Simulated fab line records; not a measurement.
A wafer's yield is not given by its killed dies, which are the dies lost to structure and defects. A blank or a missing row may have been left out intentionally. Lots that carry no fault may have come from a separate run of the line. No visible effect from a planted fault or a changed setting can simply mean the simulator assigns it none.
A struck lot beside a sound one	flow nandHarc	15 out of 1159 route steps
Sound: the wafers L941.2, L941.4, L941.6. The struck wafers were L931.3, L931.4, L931.5. The cause comes at the end.
Per side, at each step with rows, come the tool, then ch with its chambers, and then its first start. Under that, the readings that differ: sound wafers	struck wafers	difference of the means	sigmas: that difference in standard deviations of wafers without a fault.
alike: same words and numbers on both sides, and readings whose means sit less than 2 such deviations apart. not compared: any withheld reading, any reading some wafer has no value for, any bound like >300 that may hide the same value, and any number with overlapping values for which the record gives no deviation.
A row with sigmas, a row that says differs or no value, or rows on one side alone: a step with any of these is where the two part. Non-overlapping numbers with no deviation appear without sigmas and do not part them. Lack of a reading on every wafer of one side parts them only where that side has two or more wafers.

first, 5 steps without rows for these wafers: NHARC_A_BONDPAD_SOFTBAKE_04 (time 70 s); NHARC_A_BONDPAD_EBR_05; NHARC_A_BONDPAD_EXPOSE_06 (exposes mask A BPAD); NHARC_A_BONDPAD_PEB_07 (peb time 80 s); NHARC_A_BONDPAD_DEVELOP_08 (time 50 s).
NHARC_A_BONDPAD_CD_MEAS_09 targets a cd of 500 nm.
  sound on cdSem-03 ch 0, day 23 02:35; struck on cdSem-02 ch 0, day 20 07:53
  alike: cdNm
NHARC_A_BONDPAD_OVL_MEAS_35:
  struck on overlay-02, day 20 07:59; sound on overlay-01, day 23 02:40
  alike: overlayXNm, overlayYNm
then, 1 step without rows for these wafers: NHARC_A_BONDPAD_HARDBAKE_10 (time 65 s).
NHARC_A_BONDPAD_DESCUM_11: chemistry O2, time 3 s.
  sound on rieDiel-09 ch 0,1,2, day 23 02:48; struck on rieDiel-05 ch 0,2, day 20 08:07
  alike: drypumpMotorCurrentA, oesProductAu, rfVppV, showerheadPlenumPTorr, throttleValvePct
  not compared: rfHoursCounterH
NHARC_A_BONDPAD_ETCH_34: etches the open film in N2/H2, target depth 60 nm, overetch 18 nm, time 65.91 s.
  sound on rieDiel-09 ch 0,2, day 23 02:55; struck on rieDiel-05 ch 0,2,3, day 20 08:13
  alike: drypumpMotorCurrentA, oesProductAu, rfVppV, showerheadPlenumPTorr, throttleValvePct
  not compared: rfHoursCounterH
NHARC_A_BONDPAD_ETCH_12: etches the open film in CHF3/O2, target depth 220 nm, time 110 s.
  sound: rieDiel-09 ch 1,2; struck: rieDiel-05 ch 0,2,3
reading	sound	struck	difference	sigmas
oesProductAu (a.u.)	0.931 0.920 0.918	0.969 0.983 0.976	+0.053	+2
  alike: drypumpMotorCurrentA, rfVppV, showerheadPlenumPTorr, throttleValvePct
  not compared: rfHoursCounterH
NHARC_A_BONDPAD_CD_MEAS_13:
  struck on cdSem-01, day 20 08:26; sound on cdSem-02, day 23 03:10
  alike: cdNm
NHARC_A_BONDPAD_STRIP_15: strips in O2.
  sound on rieDiel-05 ch 1,2, day 23 03:14; struck on rieDiel-05 ch 1,3, day 20 08:32
reading	sound	struck	difference	sigmas
chamberPressureMTorr (mTorr)	60.01 60.01 59.86	47.25 47.16 47.25	-12.74	-99 or more
  alike: drypumpMotorCurrentA, oesProductAu, rfVppV, showerheadPlenumPTorr, throttleValvePct
  not compared: rfHoursCounterH
NHARC_A_BONDPAD_ETCH_24: etches the open film in CF4/N2, target depth 30 nm, time 72.99 s.
  sound: rieDiel-05 ch 0,2,3; struck: rieDiel-05 ch 0,1,3
  alike: drypumpMotorCurrentA, oesProductAu, rfVppV, showerheadPlenumPTorr, throttleValvePct
  not compared: rfHoursCounterH
NHARC_END_SORT_01:
  only the struck wafers appear in the record here, on prober-01 ch 0 at day 21 12:54; the sound ones have no rows

## WHERE THEY PART
First at NHARC_A_BONDPAD_ETCH_12; last, within this record, at NHARC_END_SORT_01.

WHY: what the simulator had put in
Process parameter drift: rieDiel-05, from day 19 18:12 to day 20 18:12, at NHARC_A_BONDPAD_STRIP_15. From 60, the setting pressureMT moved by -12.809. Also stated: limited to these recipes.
